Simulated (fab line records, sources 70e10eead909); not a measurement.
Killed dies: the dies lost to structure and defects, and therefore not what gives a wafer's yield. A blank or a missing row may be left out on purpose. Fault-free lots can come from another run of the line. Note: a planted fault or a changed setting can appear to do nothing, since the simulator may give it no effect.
fab line records ; flow nand-harc
record: lots: 12; wafers: 36; last-day: 34
route steps=1302 shown A_STAIRCASE@715 END@1302
lots that met no fault: from a run of the same line without faults
start-h: hours from the record's opening day to when the first of the lot's shown wafers began ; wait-h: hours elapsed since this lot's preceding step ; " same as the row above ; L1.1+2: a single row standing in for several wafers ; - no value, or no start given ; * or withheld: withheld ; < > ~ a bound
route shown NAME@n: a module of which the file shows steps, and the number in the route of the first ; usual: the fault-free wafers' mean and standard deviation ; same: alike in all rows ; chamber/n: place in a boat ; sites: each site's reading ; _std_site: the standard deviation of these ; _edge_site: mean of outer sites minus mean of inner sites ; radius-mm: for every site, how far away it sits from the centre of the wafer ; mask NAME#n: copy n ; behind: the last tool/chamber to shape the wafer ; hold: cause of the lot's hold/its duration in hours/its outcome ; device: the n, p or np transistor that did not switch ; end of line: at the end of the route, the tests of the same wafers ; a step without rows: its recipe alone ; killed: not the wafer's yield, but the dies lost to structure and defects at the first sort ; map: a wafer's dies, marking killed ones x, the rest . and places with no die _
set.NAME: the run value of the setting; set.NAME@STEP: its run value at that earlier step ; model.NAME: the simulator's own value behind a step, which no gauge read
steps of the route over a sample of lots; a table a step, a row a wafer
services: a tool's chamber out of use, with start hour (start-h, from the record's first day; less than 0 if before it), hours out, and reason
== steps ==
step: NHARC_A_STAIRCASE_ETCH_201
recipe: target-depth-a: 1000; time-s: 40.5; ion-energy-ev: 400; c4f8-flow-sccm: 20; o2-flow-sccm: 10; ar-flow-sccm: withheld; rf-w: 600; bias-w: 1000; chemistry: C4F8/O2
usual: oes-product-au: 0.948/0.011; rf-fwd-power-W: 593/3.1; rf-vpp-V: 894/5.7
lot.wafer;tool;chamber;start-h;wait-h;oes-product-au;rf-fwd-power-W;rf-hours-counter-h;rf-vpp-V
L540.3;rie-diel-05;0;-;-;0.942;596;36;904
L540.5;rie-diel-05;3;-;-;0.959;592;-;901
L540.6;rie-diel-05;0;-;-;0.946;595;-;906
L541.2;rie-diel-05;2;-;-;0.948;595;49;889
L541.1;rie-diel-05;0;-;-;0.954;596;39;906
L541.5;rie-diel-05;2;-;-;0.936;595;-;889
L544.1;rie-diel-13;1;-;-;0.944;595;14;891
L544.6;rie-diel-13;1;-;-;0.953;592;-;892
L544.5;rie-diel-13;2;-;-;0.949;590;-;894
L545.1;rie-diel-13;1;-;-;0.937;590;25;892
L545.6;rie-diel-13;0;-;-;0.945;593;-;889
L545.5;rie-diel-13;1;-;-;0.943;595;-;891
L546.3;rie-diel-13;0;-;-;0.932;593;26;888
L546.2;rie-diel-13;2;-;-;0.948;590;21;894
L546.5;rie-diel-13;0;-;-;0.933;595;-;887
L553.1;rie-diel-05;1;-;-;0.934;595;26;890
L553.3;rie-diel-05;2;-;-;0.947;596;27;886
L553.6;rie-diel-05;1;-;-;0.941;595;-;889
L555.2;rie-diel-01;0;-;-;0.966;592;40;895
L555.6;rie-diel-01;3;-;-;0.977;590;-;892
L555.5;rie-diel-01;0;-;-;0.962;594;-;896
L557.2;rie-diel-01;2;-;-;0.953;587;47;901
L557.4;rie-diel-01;3;-;-;0.946;589;44;893
L557.6;rie-diel-01;2;-;-;0.956;587;-;903
L560.4;rie-diel-05;2;-;-;0.933;595;48;887
L560.1;rie-diel-05;3;-;-;0.953;593;41;898
L560.5;rie-diel-05;2;-;-;0.930;594;-;886
L559.1;rie-diel-13;0;-;-;0.932;598;17;887
L559.4;rie-diel-13;2;-;-;0.950;592;13;894
L559.6;rie-diel-13;3;-;-;0.949;596;-;892
L562.1;rie-diel-13;2;-;-;0.965;593;22;893
L562.4;rie-diel-13;0;-;-;0.933;596;26;888
L562.3;rie-diel-13;1;-;-;0.946;592;22;891
L563.1;rie-diel-05;1;-;-;0.963;597;1;890
L563.2;rie-diel-05;3;-;-;0.956;593;1;899
L563.5;rie-diel-05;0;-;-;0.948;593;-;903
step: NHARC_A_STAIRCASE_ETCH_223
recipe: target-depth-a: 1000; time-s: 40.5; ion-energy-ev: 400; c4f8-flow-sccm: 20; o2-flow-sccm: 10; ar-flow-sccm: withheld; rf-w: 600; bias-w: 1000; chemistry: C4F8/O2
usual: oes-product-au: 0.944/0.011; rf-fwd-power-W: 593/3.1; rf-vpp-V: 895/5.6
lot.wafer;tool;chamber;start-h;wait-h;oes-product-au;rf-fwd-power-W;rf-hours-counter-h;rf-vpp-V
L540.3;rie-diel-05;2;-;-;0.939;595;47;886
L540.6;rie-diel-05;1;-;-;0.959;596;-;890
L540.5;rie-diel-05;2;-;-;0.937;595;-;887
L541.2;rie-diel-05;0;-;-;0.933;599;40;905
L541.1;rie-diel-05;1;-;-;0.941;594;45;892
L541.5;rie-diel-05;2;-;-;0.939;597;-;886
L544.1;rie-diel-13;1;-;-;0.936;592;14;891
L544.6;rie-diel-13;2;-;-;0.943;589;-;894
L544.5;rie-diel-13;3;-;-;0.937;593;-;894
L545.1;rie-diel-13;2;-;-;0.949;591;19;893
L545.5;rie-diel-13;1;-;-;0.933;595;-;890
L545.6;rie-diel-13;2;-;-;0.944;593;-;894
L546.2;rie-diel-01;3;-;-;0.971;586;16;894
L546.3;rie-diel-01;0;-;-;0.950;593;14;897
L546.5;rie-diel-01;2;-;-;0.965;586;-;902
L553.1;rie-diel-13;0;-;-;0.945;598;53;888
L553.3;rie-diel-13;2;-;-;0.940;589;39;895
L553.6;rie-diel-13;0;-;-;0.946;599;-;887
L555.2;rie-diel-13;1;-;-;0.961;593;55;892
L555.5;rie-diel-13;3;-;-;0.941;592;-;893
L555.6;rie-diel-13;0;-;-;0.944;596;-;888
L557.4;rie-diel-05;1;-;-;0.941;597;37;889
L557.2;rie-diel-05;0;-;-;0.946;596;35;904
L557.6;rie-diel-05;1;-;-;0.941;595;-;890
L560.4;rie-diel-05;0;-;-;0.920;596;44;903
L560.1;rie-diel-05;1;-;-;0.941;592;46;890
L560.5;rie-diel-05;0;-;-;0.939;597;-;903
L559.1;rie-diel-01;0;-;-;0.954;592;2;896
L559.4;rie-diel-01;1;-;-;0.948;593;2;902
L559.6;rie-diel-01;1;-;-;0.950;590;-;903
L562.3;rie-diel-01;1;-;-;0.947;593;8;903
L562.1;rie-diel-01;2;-;-;0.940;588;6;902
L562.4;rie-diel-01;0;-;-;0.951;594;7;896
L563.2;rie-diel-13;2;-;-;0.952;597;28;893
L563.1;rie-diel-13;1;-;-;0.934;594;28;890
L563.5;rie-diel-13;2;-;-;0.943;595;-;894
step: NHARC_A_STAIRCASE_ETCH_225
recipe: target-depth-a: 1000; time-s: 40.5; ion-energy-ev: 400; c4f8-flow-sccm: 20; o2-flow-sccm: 10; ar-flow-sccm: withheld; rf-w: 600; bias-w: 1000; chemistry: C4F8/O2
usual: oes-product-au: 0.944/0.01; rf-fwd-power-W: 593/3.4; rf-vpp-V: 894/5.5
lot.wafer;tool;chamber;start-h;wait-h;oes-product-au;rf-fwd-power-W;rf-hours-counter-h;rf-vpp-V
L540.3;rie-diel-05;3;365.28;-;0.944;590;46;901
L540.6;rie-diel-05;0;365.28;-;0.938;595;-;904
L540.5;rie-diel-05;1;365.28;-;0.947;593;-;889
L541.1;rie-diel-05;3;371.50;-;0.958;594;47;899
L541.2;rie-diel-05;1;371.50;-;0.948;596;45;892
L541.5;rie-diel-05;3;371.50;-;0.938;590;-;899
L544.1;rie-diel-13;3;393.16;-;0.939;599;8;893
L544.5;rie-diel-13;0;393.16;-;0.932;597;-;889
L544.6;rie-diel-13;1;393.16;-;0.954;594;-;893
L545.1;rie-diel-13;3;421.35;-;0.933;597;18;895
L545.5;rie-diel-13;2;421.35;-;0.961;591;-;894
L545.6;rie-diel-13;3;421.35;-;0.927;595;-;894
L546.3;rie-diel-01;0;428.78;-;0.955;594;14;896
L546.2;rie-diel-01;2;428.78;-;0.962;586;14;903
L546.5;rie-diel-01;0;428.78;-;0.948;593;-;897
L553.1;rie-diel-13;1;494.94;-;1.255;592;53;890
L553.3;rie-diel-13;3;494.94;-;1.268;598;45;893
L553.6;rie-diel-13;1;494.94;-;1.251;594;-;892
L555.2;rie-diel-13;3;508.75;-;1.257;592;48;893
L555.6;rie-diel-13;3;508.75;-;1.266;596;-;893
L555.5;rie-diel-13;0;508.75;-;1.264;598;-;888
L557.2;rie-diel-05;2;540.78;-;0.948;593;42;887
L557.4;rie-diel-05;3;540.78;-;0.951;587;34;897
L557.6;rie-diel-05;1;540.78;-;0.945;590;-;889
L560.4;rie-diel-05;2;566.59;-;0.940;598;49;888
L560.1;rie-diel-05;3;566.59;-;0.946;593;41;899
L560.5;rie-diel-05;2;566.59;-;0.940;598;-;886
L559.4;rie-diel-01;0;571.07;-;0.957;591;2;896
L559.1;rie-diel-01;1;571.07;-;0.968;593;2;903
L559.6;rie-diel-01;3;571.07;-;0.943;589;-;892
L562.3;rie-diel-01;2;585.88;-;0.933;587;6;902
L562.4;rie-diel-01;3;585.88;-;0.931;586;6;895
L562.1;rie-diel-01;0;585.88;-;0.947;597;7;895
L563.2;rie-diel-13;2;602.07;-;0.956;589;28;893
L563.1;rie-diel-13;1;602.07;-;0.938;595;28;890
L563.5;rie-diel-13;2;602.07;-;0.949;592;-;893
step: NHARC_A_STAIRCASE_ETCH_230
recipe: target-depth-a: 1000; time-s: 40.5; ion-energy-ev: 400; c4f8-flow-sccm: 20; o2-flow-sccm: 10; ar-flow-sccm: withheld; rf-w: 600; bias-w: 1000; chemistry: C4F8/O2
usual: oes-product-au: 0.955/0.018; rf-fwd-power-W: 592/3.2; rf-vpp-V: 896/5.8
lot.wafer;tool;chamber;start-h;wait-h;oes-product-au;rf-fwd-power-W;rf-hours-counter-h;rf-vpp-V
L540.3;rie-diel-05;3;-;-;0.952;589;46;900
L540.6;rie-diel-05;0;-;-;0.950;593;-;906
L540.5;rie-diel-05;1;-;-;0.946;598;-;890
L541.1;rie-diel-13;2;-;-;0.947;591;2;894
L541.2;rie-diel-13;3;-;-;0.924;597;3;897
L541.5;rie-diel-13;1;-;-;0.953;597;-;892
L544.1;rie-diel-01;2;-;-;0.978;587;0;904
L544.5;rie-diel-01;2;-;-;0.979;591;-;905
L544.6;rie-diel-01;3;-;-;0.974;589;-;894
L545.1;rie-diel-05;2;-;-;0.969;594;1;887
L545.5;rie-diel-05;0;-;-;0.959;594;-;904
L545.6;rie-diel-05;1;-;-;0.982;594;-;888
L546.2;rie-diel-01;0;-;-;0.935;596;14;896
L546.3;rie-diel-01;2;-;-;0.974;588;14;903
L546.5;rie-diel-01;0;-;-;0.944;593;-;897
L553.3;rie-diel-01;1;-;-;0.934;592;30;904
L553.1;rie-diel-01;3;-;-;0.937;590;36;895
L553.6;rie-diel-01;1;-;-;0.918;592;-;902
L555.2;rie-diel-05;3;-;-;0.965;590;26;899
L555.5;rie-diel-05;2;-;-;0.944;596;-;888
L555.6;rie-diel-05;3;-;-;0.960;592;-;899
L557.4;rie-diel-01;0;-;-;0.975;593;48;895
L557.2;rie-diel-01;1;-;-;0.954;588;42;903
L557.6;rie-diel-01;1;-;-;0.944;589;-;904
L560.1;rie-diel-01;0;-;-;0.968;593;0;896
L560.4;rie-diel-01;2;-;-;0.981;586;0;904
L560.5;rie-diel-01;0;-;-;0.962;591;-;897
L559.1;rie-diel-01;0;-;-;0.940;597;2;895
L559.4;rie-diel-01;1;-;-;0.937;590;2;902
L559.6;rie-diel-01;3;-;-;0.953;591;-;893
L562.3;rie-diel-13;0;-;-;0.975;594;27;887
L562.4;rie-diel-13;1;-;-;0.962;593;22;890
L562.1;rie-diel-13;3;-;-;0.973;591;27;894
L563.2;rie-diel-05;0;-;-;0.991;599;2;904
L563.1;rie-diel-05;1;-;-;0.965;596;2;887
L563.5;rie-diel-05;0;-;-;0.989;595;-;904
step: NHARC_END_SORT_01
recipe: temp-c: 25
usual: killed-at-array: 59/24; killed-at-other: 0.7/1.2; killed-at-periphery: 3.5/2.6; killed-dies: 63/24; killed-open: 3.2/2.1; killed-short: 2.4/1.5
same: gross-dies: 677
lot.wafer;tool;chamber;start-h;wait-h;hold;killed-at-array;killed-at-other;killed-at-periphery;killed-dies;killed-open;killed-short
L541.1;prober-02;0;570.48;2.5;-;59;3;15;77;7;5
L541.2;prober-02;0;571.29;2.8;-;54;2;8;64;2;3
L541.5;prober-02;0;573.71;3.7;-;53;0;11;64;3;1
L540.3;prober-01;0;571.97;3.1;-;61;4;2;67;4;3
L540.5;prober-01;0;573.56;3.7;-;77;2;2;81;3;2
L540.6;prober-01;0;574.36;4.0;-;70;3;2;75;2;4
L544.1;prober-02;0;581.53;2.5;-;23;0;3;26;1;1
L544.5;prober-02;0;584.69;3.7;-;36;0;3;39;2;7
L544.6;prober-02;0;585.49;4.0;-;27;0;3;30;8;2
L545.1;prober-02;0;624.46;2.5;-;63;0;3;66;5;2
L545.5;prober-02;0;627.66;3.7;-;61;1;6;68;6;3
L545.6;prober-02;0;628.46;4.0;-;65;0;6;71;4;7
L546.2;prober-01;0;625.23;2.8;-;95;2;1;98;2;3
L546.3;prober-01;0;626.03;3.1;-;112;0;2;114;1;5
L546.5;prober-01;0;627.62;3.7;-;108;6;1;115;3;0
L553.1;prober-02;0;693.00;2.5;await-dispo/6.6h/scrap;674;2;1;677;1;2
L553.3;prober-02;0;694.62;3.1;await-dispo/6.6h/scrap;677;0;0;677;2;3
L553.6;prober-02;0;697.06;4.1;await-dispo/6.6h/scrap;671;0;6;677;3;5
L555.2;prober-01;0;708.65;2.8;await-dispo/3.4h/scrap;672;0;5;677;2;3
L555.5;prober-01;0;711.08;3.7;await-dispo/3.4h/scrap;672;1;4;677;5;3
L555.6;prober-01;0;711.88;4.0;await-dispo/3.4h/scrap;668;2;7;677;4;3
L557.2;prober-01;0;767.38;2.8;-;30;1;5;36;8;1
L557.4;prober-01;0;768.97;3.4;-;43;0;2;45;1;2
L557.6;prober-01;0;770.57;4.0;-;41;1;3;45;4;2
L560.1;prober-02;0;774.40;2.5;-;67;0;5;72;8;3
L560.4;prober-02;0;776.81;3.4;-;76;0;6;82;4;0
L560.5;prober-02;0;777.62;3.7;-;57;0;3;60;1;0
L559.1;prober-02;0;782.24;2.5;-;29;1;3;33;1;1
L559.4;prober-02;0;784.63;3.4;-;44;3;6;53;5;3
L559.6;prober-02;0;786.22;4.0;-;48;6;3;57;0;4
L562.1;prober-01;0;790.12;2.6;-;68;0;1;69;3;0
L562.3;prober-01;0;791.70;3.1;-;68;1;3;72;2;2
L562.4;prober-01;0;792.50;3.4;-;74;2;6;82;1;1
L563.1;prober-02;0;803.54;2.5;-;54;2;2;58;1;3
L563.2;prober-02;0;804.35;2.8;-;41;1;2;44;1;3
L563.5;prober-02;0;806.77;3.7;-;46;0;2;48;3;3
killed by level:class
L541.1 A_CHANNEL_HOLE_D1:chamber-film-flake=32 A_CHANNEL_HOLE_D2:chamber-film-flake=11 P_CONTACT:chamber-film-flake=6 P_GATE:chamber-film-flake=3 A_SGD_CUT:chamber-film-flake=3 A_WL_FILL:chamber-film-flake=3 P_ZERO_WELL:chamber-film-flake=2 P_STI:chamber-film-flake=2
L541.2 A_CHANNEL_HOLE_D1:chamber-film-flake=30 A_CHANNEL_HOLE_D2:chamber-film-flake=8 P_CONTACT:chamber-film-flake=4 A_CONTACT:chamber-film-flake=4 P_GATE:chamber-film-flake=3 A_STAIRCASE:chamber-film-flake=3 A_SOURCE_PLATE:geometric-particle:short=2 A_CONTACT:unspecified=2
L540.3 A_CHANNEL_HOLE_D2:chamber-film-flake=23 A_CHANNEL_HOLE_D1:chamber-film-flake=22 A_STAIRCASE:chamber-film-flake=4 THIN_TSV:chamber-film-flake=4 A_SLIT:chamber-film-flake=3 P_M1:geometric-particle:open=1 A_SOURCE_PLATE:geometric-particle:short=1 A_CHANNEL_HOLE_D1:geometric-particle:open=1
L540.5 A_CHANNEL_HOLE_D1:chamber-film-flake=38 A_CHANNEL_HOLE_D2:chamber-film-flake=24 A_CONTACT:chamber-film-flake=3 A_WL_FILL:chamber-film-flake=2 A_STAIRCASE:chamber-film-flake=2 THIN_TSV:chamber-film-flake=2 A_CHANNEL_HOLE_D1:geometric-particle:short=1 A_DECK1_JOINT:geometric-particle:open=1
L541.5 A_CHANNEL_HOLE_D1:chamber-film-flake=33 A_CHANNEL_HOLE_D2:chamber-film-flake=6 A_WL_FILL:chamber-film-flake=6 P_CONTACT:chamber-film-flake=5 P_GATE:chamber-film-flake=4 A_CHANNEL_FILL_D2:geometric-particle:open=2 A_CONTACT:unspecified=2 A_CHANNEL_FILL_D1:geometric-particle:short=1
L540.6 A_CHANNEL_HOLE_D2:chamber-film-flake=34 A_CHANNEL_HOLE_D1:chamber-film-flake=25 A_STAIRCASE:chamber-film-flake=3 THIN_TSV:chamber-film-flake=3 A_SLIT:chamber-film-flake=2 P_GATE:geometric-particle:open=1 P_CONTACT:geometric-particle:short=1 A_CHANNEL_FILL_D2:geometric-particle:short=1
L544.1 A_CHANNEL_HOLE_D2:chamber-film-flake=8 A_CONTACT:chamber-film-flake=5 P_M1:chamber-film-flake=2 A_CHANNEL_HOLE_D1:chamber-film-flake=2 A_STAIRCASE:chamber-film-flake=2 A_ONON_D1:geometric-particle:open=1 A_DECK1_JOINT:geometric-particle:short=1 P_GATE:chamber-film-flake=1
L544.5 A_CHANNEL_HOLE_D2:chamber-film-flake=9 A_CHANNEL_HOLE_D1:chamber-film-flake=4 A_STAIRCASE:chamber-film-flake=4 A_CHANNEL_FILL_D1:chamber-film-flake=3 A_WL_FILL:chamber-film-flake=3 A_CONTACT:chamber-film-flake=3 A_CHANNEL_HOLE_D2:geometric-particle:short=2 A_WL_FILL:geometric-particle:short=2
L544.6 A_CHANNEL_HOLE_D2:chamber-film-flake=11 A_CHANNEL_FILL_D2:geometric-particle:open=2 A_CHANNEL_HOLE_D1:chamber-film-flake=2 A_CHANNEL_FILL_D1:chamber-film-flake=2 A_STAIRCASE:chamber-film-flake=2 P_GATE:geometric-particle:open=1 P_CONTACT:geometric-particle:open=1 P_M0:geometric-particle:open=1
L545.1 A_CHANNEL_HOLE_D1:chamber-film-flake=24 A_CHANNEL_HOLE_D2:chamber-film-flake=21 A_SGD_CUT:chamber-film-flake=5 P_BONDPAD:chamber-film-flake=2 A_SLIT:chamber-film-flake=2 A_WL_FILL:chamber-film-flake=2 P_GATE:geometric-particle:open=1 A_ONON_D1:geometric-particle:open=1
L546.2 A_CHANNEL_HOLE_D1:chamber-film-flake=33 A_CHANNEL_HOLE_D2:chamber-film-flake=27 A_SLIT:chamber-film-flake=23 A_CONTACT:chamber-film-flake=4 A_CHANNEL_FILL_D2:geometric-particle:short=2 A_BONDPAD:chamber-film-flake=2 THIN_TSV:chamber-film-flake=2 A_SOURCE_PLATE:geometric-particle:open=1
L546.3 A_CHANNEL_HOLE_D2:chamber-film-flake=37 A_SLIT:chamber-film-flake=31 A_CHANNEL_HOLE_D1:chamber-film-flake=30 A_ONON_D1:geometric-particle:short=3 A_M1:chamber-film-flake=3 A_BONDPAD:chamber-film-flake=2 P_CONTACT:geometric-particle:open=1 P_M0:geometric-particle:short=1
L546.5 A_CHANNEL_HOLE_D2:chamber-film-flake=41 A_SLIT:chamber-film-flake=29 A_CHANNEL_HOLE_D1:chamber-film-flake=28 THIN_TSV:chamber-film-flake=6 A_ZERO_WELL:chamber-film-flake=4 A_STAIRCASE:chamber-film-flake=2 P_STI:geometric-particle:open=1 A_ONON_D2:geometric-particle:open=1
L545.5 A_CHANNEL_HOLE_D2:chamber-film-flake=27 A_CHANNEL_HOLE_D1:chamber-film-flake=21 P_BONDPAD:chamber-film-flake=3 A_SGD_CUT:chamber-film-flake=3 P_M0:geometric-particle:open=2 A_CHANNEL_FILL_D1:geometric-particle:open=1 A_CHANNEL_FILL_D1:geometric-particle:short=1 A_ONON_D2:geometric-particle:open=1
L545.6 A_CHANNEL_HOLE_D2:chamber-film-flake=26 A_CHANNEL_HOLE_D1:chamber-film-flake=23 A_CHANNEL_FILL_D1:geometric-particle:short=3 A_CHANNEL_FILL_D2:chamber-film-flake=3 A_SGD_CUT:chamber-film-flake=3 P_GATE:geometric-particle:open=2 A_WL_FILL:geometric-particle:short=2 A_STAIRCASE:chamber-film-flake=2
L553.1 A_STAIRCASE:area-etch=644 A_CHANNEL_HOLE_D1:chamber-film-flake=12 A_CONTACT:chamber-film-flake=6 A_CHANNEL_FILL_D1:chamber-film-flake=2 A_CHANNEL_FILL_D2:chamber-film-flake=2 A_STAIRCASE:chamber-film-flake=2 A_SLIT:chamber-film-flake=2 A_ONON_D1:geometric-particle:short=1
L553.3 A_STAIRCASE:area-etch=647 A_CHANNEL_HOLE_D1:chamber-film-flake=11 A_SLIT:chamber-film-flake=4 A_CONTACT:chamber-film-flake=4 A_M0:geometric-particle:short=2 A_STAIRCASE:chamber-film-flake=2 A_SOURCE_PLATE:geometric-particle:open=1 A_ONON_D1:geometric-particle:short=1
L553.6 A_STAIRCASE:area-etch=644 A_CHANNEL_HOLE_D1:chamber-film-flake=12 A_DECK1_JOINT:geometric-particle:short=3 A_CONTACT:chamber-film-flake=3 P_ZERO_WELL:chamber-film-flake=2 P_STI:chamber-film-flake=2 A_STAIRCASE:chamber-film-flake=2 P_GATE:geometric-particle:open=1
L555.2 A_STAIRCASE:area-etch=619 A_CHANNEL_HOLE_D2:chamber-film-flake=19 A_CHANNEL_HOLE_D1:chamber-film-flake=11 A_CONTACT:chamber-film-flake=10 P_GATE:chamber-film-flake=4 A_SLIT:chamber-film-flake=4 A_DECK1_JOINT:chamber-film-flake=2 P_M1:geometric-particle:short=1
L555.5 A_STAIRCASE:area-etch=620 A_CHANNEL_HOLE_D2:chamber-film-flake=25 A_CONTACT:chamber-film-flake=12 A_CHANNEL_HOLE_D1:chamber-film-flake=6 P_GATE:geometric-particle:short=1 A_SOURCE_PLATE:geometric-particle:open=1 A_CHANNEL_HOLE_D1:geometric-particle:short=1 A_CHANNEL_FILL_D1:geometric-particle:open=1
L555.6 A_STAIRCASE:area-etch=622 A_CHANNEL_HOLE_D2:chamber-film-flake=17 A_CONTACT:chamber-film-flake=13 A_SLIT:chamber-film-flake=5 A_CHANNEL_HOLE_D1:chamber-film-flake=3 A_CHANNEL_HOLE_D1:geometric-particle:open=2 P_STI:chamber-film-flake=2 A_STAIRCASE:chamber-film-flake=2
L557.2 A_SGD_CUT:chamber-film-flake=7 A_CHANNEL_HOLE_D1:chamber-film-flake=5 A_STAIRCASE:chamber-film-flake=5 P_GATE:chamber-film-flake=3 A_SLIT:chamber-film-flake=3 A_ONON_D2:geometric-particle:open=2 A_M0:geometric-particle:open=2 A_WL_FILL:chamber-film-flake=2
L557.4 A_CHANNEL_HOLE_D1:chamber-film-flake=14 A_SLIT:chamber-film-flake=9 A_STAIRCASE:chamber-film-flake=8 A_SGD_CUT:chamber-film-flake=3 A_CONTACT:chamber-film-flake=2 A_CHANNEL_HOLE_D1:geometric-particle:open=1 A_ONON_D2:geometric-particle:short=1 A_WL_FILL:geometric-particle:short=1
L557.6 A_CHANNEL_HOLE_D1:chamber-film-flake=11 A_STAIRCASE:chamber-film-flake=9 A_SLIT:chamber-film-flake=5 A_SGD_CUT:chamber-film-flake=3 A_WL_FILL:chamber-film-flake=3 A_CHANNEL_FILL_D1:chamber-film-flake=2 P_CONTACT:geometric-particle:short=1 A_ONON_D1:geometric-particle:open=1
L560.1 A_SLIT:chamber-film-flake=23 A_CHANNEL_HOLE_D1:chamber-film-flake=17 A_CHANNEL_HOLE_D2:chamber-film-flake=13 A_STAIRCASE:chamber-film-flake=3 P_CONTACT:geometric-particle:open=2 A_M0:geometric-particle:open=2 A_CONTACT:chamber-film-flake=2 P_CONTACT:geometric-particle:short=1
L560.4 A_SLIT:chamber-film-flake=26 A_CHANNEL_HOLE_D2:chamber-film-flake=22 A_STAIRCASE:chamber-film-flake=10 A_CHANNEL_HOLE_D1:chamber-film-flake=8 A_BONDPAD:chamber-film-flake=3 A_CHANNEL_FILL_D2:geometric-particle:open=2 P_STI:chamber-film-flake=2 P_M0:chamber-film-flake=2
L560.5 A_SLIT:chamber-film-flake=23 A_CHANNEL_HOLE_D2:chamber-film-flake=14 A_CHANNEL_HOLE_D1:chamber-film-flake=9 A_STAIRCASE:chamber-film-flake=6 A_CONTACT:chamber-film-flake=2 A_CHANNEL_FILL_D2:geometric-particle:open=1 P_ZERO_WELL:chamber-film-flake=1 P_STI:chamber-film-flake=1
L559.1 A_CHANNEL_HOLE_D1:chamber-film-flake=10 A_CONTACT:chamber-film-flake=6 A_STAIRCASE:chamber-film-flake=5 A_BONDPAD:chamber-film-flake=3 P_ZERO_WELL:chamber-film-flake=2 A_SLIT:chamber-film-flake=2 A_CHANNEL_FILL_D2:geometric-particle:short=1 A_CONTACT:geometric-particle:open=1
L559.4 A_CHANNEL_HOLE_D1:chamber-film-flake=15 A_CONTACT:chamber-film-flake=9 A_STAIRCASE:chamber-film-flake=8 A_SLIT:chamber-film-flake=4 THIN_TSV:chamber-film-flake=3 P_GATE:geometric-particle:open=1 A_SOURCE_PLATE:geometric-particle:open=1 A_DECK1_JOINT:geometric-particle:short=1
L559.6 A_CHANNEL_HOLE_D1:chamber-film-flake=13 A_CONTACT:chamber-film-flake=11 A_SLIT:chamber-film-flake=8 A_STAIRCASE:chamber-film-flake=7 THIN_TSV:chamber-film-flake=6 P_ZERO_WELL:chamber-film-flake=3 A_CHANNEL_HOLE_D2:chamber-film-flake=3 A_BONDPAD:chamber-film-flake=2
L562.1 A_SLIT:chamber-film-flake=27 A_CHANNEL_HOLE_D1:chamber-film-flake=16 A_CHANNEL_HOLE_D2:chamber-film-flake=14 A_CONTACT:chamber-film-flake=3 A_DECK1_JOINT:chamber-film-flake=2 A_CHANNEL_FILL_D2:chamber-film-flake=2 A_DECK1_JOINT:geometric-particle:open=1 A_WL_FILL:geometric-particle:open=1
L562.3 A_SLIT:chamber-film-flake=27 A_CHANNEL_HOLE_D2:chamber-film-flake=24 A_CHANNEL_HOLE_D1:chamber-film-flake=11 A_CONTACT:chamber-film-flake=3 P_STI:chamber-film-flake=2 P_M0:geometric-particle:short=1 A_WL_FILL:geometric-particle:short=1 A_WL_FILL:geometric-particle:open=1
L562.4 A_SLIT:chamber-film-flake=37 A_CHANNEL_HOLE_D2:chamber-film-flake=23 A_CHANNEL_HOLE_D1:chamber-film-flake=8 P_STI:chamber-film-flake=4 A_CONTACT:chamber-film-flake=2 THIN_TSV:chamber-film-flake=2 P_M0:geometric-particle:short=1 A_WL_FILL:geometric-particle:open=1
L563.1 A_CHANNEL_HOLE_D2:chamber-film-flake=28 A_SLIT:chamber-film-flake=13 A_CHANNEL_FILL_D1:chamber-film-flake=4 A_SGD_CUT:chamber-film-flake=3 P_STI:chamber-film-flake=2 THIN_TSV:chamber-film-flake=2 A_DECK1_JOINT:geometric-particle:short=1 A_ONON_D2:geometric-particle:short=1
L563.2 A_CHANNEL_HOLE_D2:chamber-film-flake=22 A_SLIT:chamber-film-flake=7 A_SGD_CUT:chamber-film-flake=3 A_STAIRCASE:chamber-film-flake=2 P_CONTACT:geometric-particle:short=1 A_CHANNEL_HOLE_D1:geometric-particle:short=1 A_CHANNEL_FILL_D2:geometric-particle:open=1 A_M0:geometric-particle:short=1
L563.5 A_CHANNEL_HOLE_D2:chamber-film-flake=27 A_SLIT:chamber-film-flake=6 A_CHANNEL_FILL_D2:chamber-film-flake=3 A_CHANNEL_HOLE_D1:chamber-film-flake=2 P_CONTACT:geometric-particle:short=1 A_DECK1_JOINT:geometric-particle:open=1 A_WL_FILL:geometric-particle:short=1 A_WL_FILL:geometric-particle:open=1
== services ==
tool;chamber;start-h;hours;kind
rie-diel-05;0;337.54;-;clean
rie-diel-05;1;337.54;-;clean
rie-diel-05;2;337.54;-;clean
rie-diel-05;3;337.54;-;clean
rie-diel-13;-;342.18;9.0;pm
rie-diel-13;0;342.18;9.0;vent-cycle
rie-diel-13;1;342.18;9.0;vent-cycle
rie-diel-13;2;342.18;9.0;vent-cycle
rie-diel-13;3;342.18;9.0;vent-cycle
rie-diel-13;2;353.03;8.5;repair
rie-diel-13;3;356.16;5.9;repair
rie-diel-13;-;362.98;1.1;repair
rie-diel-01;1;370.55;30.6;repair
rie-diel-01;-;380.95;9.0;pm
rie-diel-05;-;406.63;9.0;pm
rie-diel-01;-;431.97;0.4;repair
rie-diel-13;2;445.07;16.4;repair
rie-diel-01;3;452.02;15.6;repair
rie-diel-13;0;499.96;6.0;repair
rie-diel-05;3;519.22;5.4;repair
rie-diel-13;-;520.19;9.0;pm
rie-diel-01;-;557.95;9.0;pm
rie-diel-05;-;583.68;9.0;pm
rie-diel-01;3;587.32;13.6;repair
== key ==
first-sign: step: NHARC_A_STAIRCASE_ETCH_225; reading: oes-product-au; direction: up; sigmas: 31; usual: 0.944; struck: 1.260
effect: step: NHARC_END_SORT_01; reading: killed-at-array; direction: up; sigmas: 26; usual: 59; struck: 672
more-kills-born-at: NHARC_A_STAIRCASE_ETCH_225@rie-diel-13: 3796
met-at NHARC_A_STAIRCASE_ETCH_225
struck-lots L553,L555
later-rows-left-out L553.1,L553.3,L553.6,L555.2,L555.5,L555.6
tester-left-out L553,L555
not-acting-at NHARC_A_STAIRCASE_ETCH_201,NHARC_A_STAIRCASE_ETCH_223,NHARC_A_STAIRCASE_ETCH_230
onset-between 421.35 494.94
fault: kind: process-parameter-drift; tool: rie-diel-13; chamber: -; onset-h: 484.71; steps: NHARC_A_STAIRCASE_ETCH_225; channel: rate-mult; offset: 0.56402; shape: step; end-h: 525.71
tester-left-out: of these lots the tester's yield and bins aren't shown, on N5 and GAA mostly nor the transistor test; their killed dies are dies lost to structure and defects alone, not to doping, threshold or leakage, so they don't give the yield
later-rows-left-out: the simulator's readings of these wafers behind a module that went badly wrong aren't trusted and aren't shown, but for the sort
